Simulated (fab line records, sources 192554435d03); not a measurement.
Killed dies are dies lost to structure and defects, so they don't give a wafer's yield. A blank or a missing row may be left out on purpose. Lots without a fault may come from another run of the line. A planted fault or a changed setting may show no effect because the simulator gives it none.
Chamber matching | flow n5_finfet | N5_BEOL_M4_CMP_52 on cmp-04: 4 sister chambers
The step polishes, stops on SiOC, t overpolish 6.8 s, target thk 40 nm. 8 wafers are shown with their chamber, then 10 later ones without.

WAFERS WITH THEIR CHAMBER
wafer  | chamber | motor_current_A (A) | time_to_endpoint_s (s)
L084.3 | 2       | 6.5                 | 68.7
L086.3 | 3       | 6.2                 | 61.8
L086.5 | 1       | 5.9                 | 64.4
L090.2 | 0       | 5.8                 | 62.0
L090.5 | 2       | 6.8                 | 64.2
L090.6 | 1       | 6.2                 | 63.7
L095.1 | 3       | 5.9                 | 61.9
L095.2 | 0       | 5.9                 | 62.4

WAFERS WITHOUT THEIR CHAMBER
wafer  | motor_current_A (A) | time_to_endpoint_s (s)
L095.4 | 6.3                 | 63.7
L094.1 | 6.3                 | 61.8
L094.2 | 5.6                 | 62.2
L094.6 | 6.5                 | 62.1
L096.2 | 6.7                 | 62.0
L096.4 | 5.8                 | 62.5
L096.5 | 6.4                 | 64.4
L097.1 | 6.4                 | 62.8
L097.2 | 5.8                 | 61.8
L097.5 | 6.9                 | 63.3

WHICH CHAMBER EACH WENT THROUGH
wafer  | from the rows above               | in truth
L095.4 | can't be placed: 1 or 3 or 2 or 0 | 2
L094.1 | can't be placed: 3 or 1 or 0      | 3
L094.2 | can't be placed: 0 or 3 or 1      | 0
L094.6 | can't be placed: 3 or 1 or 2 or 0 | 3
L096.2 | can't be placed: 2 or 3 or 1 or 0 | 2
L096.4 | can't be placed: 0 or 3 or 1      | 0
L096.5 | can't be placed: 2 or 1 or 3 or 0 | 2
L097.1 | can't be placed: 3 or 1 or 2 or 0 | 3
L097.2 | can't be placed: 0 or 3 or 1      | 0
L097.5 | 2                                 | 2
Placed correctly: 1 of 10. Can't be placed from these rows: 9 (the true chamber is among the candidates in 9). Placed wrongly: 0.
How it was worked out, from the rows above alone: a wafer's distance from a chamber is the root of the sum, over the readings, of the square of ((its reading less the chamber's mean) divided by the reading's scatter). The wafer belongs to the nearest chamber; if the next one is less than 2 further off, it can't be placed. A chamber's mean is the mean of its shown wafers. The scatter: the root of (the sum of the squares of (reading less its chamber's mean) over the shown wafers, divided by (wafers less chambers)).
